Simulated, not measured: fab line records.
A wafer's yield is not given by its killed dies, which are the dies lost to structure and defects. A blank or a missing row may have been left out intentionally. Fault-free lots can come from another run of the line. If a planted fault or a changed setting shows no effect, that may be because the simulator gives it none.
Problem report in the 8D (eight disciplines) form, filled by code -- flow nand harc -- the parts of the form that need people (team, actions taken, sign-off) are left out

1. THE PROBLEM
Mean of killed at other at NHARC_END_SORT_01: 604.0 across 2 wafers in 2 lots; on wafers with no fault it is 0.9 (standard deviation 1.4). So: +99 or more standard deviations from the usual mean.
First observed at day 26 09:33: wafer L626.3, on prober-01. At this step, 18 wafers from 6 lots have a number in the record. Rule for "out" (also "out of limits"): further than 4 standard deviations from the usual mean. The rest of the wafers with a number are treated as sound.

2. WHAT IT IS AND WHAT IT IS NOT
question,is,is not
which readings at this step,"killed at other, defect limited yield, killed dies","killed at array, killed at periphery, killed open, killed short"
which lots,"L626, L627","L622, L633, L635, L645"
which wafers of those lots,"L626.3, L627.3","L626.1, L626.2, L627.5, L627.6"
read on which gauges,"prober-01, prober-02",-
when,from day 26 09:33,"up to then (5 sound wafers); but 11 sound wafers of L627, L633, L635, L645 came after"

3. SUSPECTS, AND WHAT RULES EACH OUT
Counting: if a tool at a process step up to the reading ran every lot that is out, it stays a suspect. Sound lots after the first of them don't rule it out here, since some wafers of a struck lot are sound.
- ruled out: the gauge at NHARC_END_SORT_01. Those wafers that are out were read across 2 gauges (prober-01, prober-02).
- pvd sputter-01 at NHARC_THIN_TSV_PVD_51 (deposits Cu, target thk 100 nm): kept. It ran every lot that is out, first L626 (day 25 20:10).
- rie diel-02 at NHARC_THIN_TSV_DESCUM_35 (chemistry O2, time 3 s): kept. It ran every lot that is out, first L626 (day 25 23:02); its last sound lot up to then is L622 (day 24 16:26).
After counting, pvd sputter-01 at NHARC_THIN_TSV_PVD_51 and rie diel-02 at NHARC_THIN_TSV_DESCUM_35 remain.

4. THE CAUSE (what the simulator had put in)
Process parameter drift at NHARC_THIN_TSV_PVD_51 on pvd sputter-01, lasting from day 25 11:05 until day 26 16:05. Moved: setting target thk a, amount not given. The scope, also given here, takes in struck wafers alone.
Counting leaves 2 suspects; this tool is one of them.

5. SEQUENCE OF EFFECTS, ordered by route
Each row: a reading where the mean over the struck wafers with a number is more than 3 standard deviations away from the usual. Only readings whose record carries a usual standard deviation are examined. hours: median over the lots of the time between each lot's start at the first step of this table that gives one and its start at this step. sigmas: the change, counted in usual standard deviations.
hours,step,reading,usual,on struck wafers,change,sigmas
0,NHARC_END_SORT_01,defect limited yield,91.1 %,0.0,-91.1,-33
0,NHARC_END_SORT_01,killed at other,0.9,604.0,+603.1,+99 or more
0,NHARC_END_SORT_01,killed dies,60,677,+617,+32

6. WHAT WOULD HAVE CAUGHT IT SOONER
The first out-of-limits reading at a measuring or inspecting step in this record came at day 26 09:33, 22 hours after the fault's start at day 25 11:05.
No tool reading at NHARC_THIN_TSV_PVD_51 that has a usual standard deviation in the record was out on any struck wafer, so an alarm limit of 4 standard deviations on those readings would not have fired.
L627, from the lots that are out (2), started NHARC_THIN_TSV_PVD_51 on pvd sputter-01 later than day 26 09:33. A tool hold placed at that time would have kept it from harm.
